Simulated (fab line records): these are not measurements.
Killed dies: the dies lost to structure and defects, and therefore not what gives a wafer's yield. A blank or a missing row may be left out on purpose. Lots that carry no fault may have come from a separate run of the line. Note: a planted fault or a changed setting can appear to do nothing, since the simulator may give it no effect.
What tool caused it? :: flow n5_finfet :: 10 lots (30 wafers sampled), 1 step of a 1938-step route

== WHAT THE GAUGES SHOWED, per wafer ==
N5_BEOL_M4_RC_MEAS_101.
lot: L258
measured: day 14 20:29
on: prober-01
DIBL_N (mV/V): 34.4 33.6 34.4

lot: L248
measured: day 15 11:46
on: prober-02
DIBL_N (mV/V): 35.8 36.6 35.5

lot: L254
measured: day 16 00:29
on: prober-02
DIBL_N (mV/V): 36.1 38.3 38.4

lot: L250
measured: day 16 11:36
on: prober-01
DIBL_N (mV/V): 35.1 35.5 35.7

lot: L265
measured: day 17 15:31
on: prober-01
DIBL_N (mV/V): 37.4 37.3 37.7

lot: L260
measured: day 17 18:42
on: prober-02
DIBL_N (mV/V): 34.1 33.2 35.9

lot: L264
measured: day 17 20:31
on: prober-01
DIBL_N (mV/V): 37.5 35.6 36.9

lot: L262
measured: day 18 02:15
on: prober-01
DIBL_N (mV/V): 36.0 35.0 37.1

lot: L263
measured: day 18 06:29
on: prober-01
DIBL_N (mV/V): 35.5 36.5 35.1

lot: L266
measured: day 19 03:45
on: prober-02
DIBL_N (mV/V): 34.3 36.0 39.0

== WHAT TOOL EACH LOT RAN ON (gives the tool, then ch and the chambers of the sampled wafers, and finally the start) ==
The record holds no process step before these readings.

== THE ANSWER, worked out from the rows above alone ==
Rule: the usual values come from the lots themselves. Put in order of their means at a reading, lots are off if they are a third of the lots or fewer, leave a main group of 4 or more, and stand apart from it by a gap of 3 or more times the standard deviation of the main group's means; of several such gaps the widest counts. If all means in a main group match to the digits the tables above print for the reading, that group is not used. A lot without any number at a reading at which 4 lots or more have one is off too. All remaining lots with rows at the step are treated as sound.
None of the lots is off at any reading shown; this tells nothing.

== WHAT THE SIMULATOR PUT IN ==
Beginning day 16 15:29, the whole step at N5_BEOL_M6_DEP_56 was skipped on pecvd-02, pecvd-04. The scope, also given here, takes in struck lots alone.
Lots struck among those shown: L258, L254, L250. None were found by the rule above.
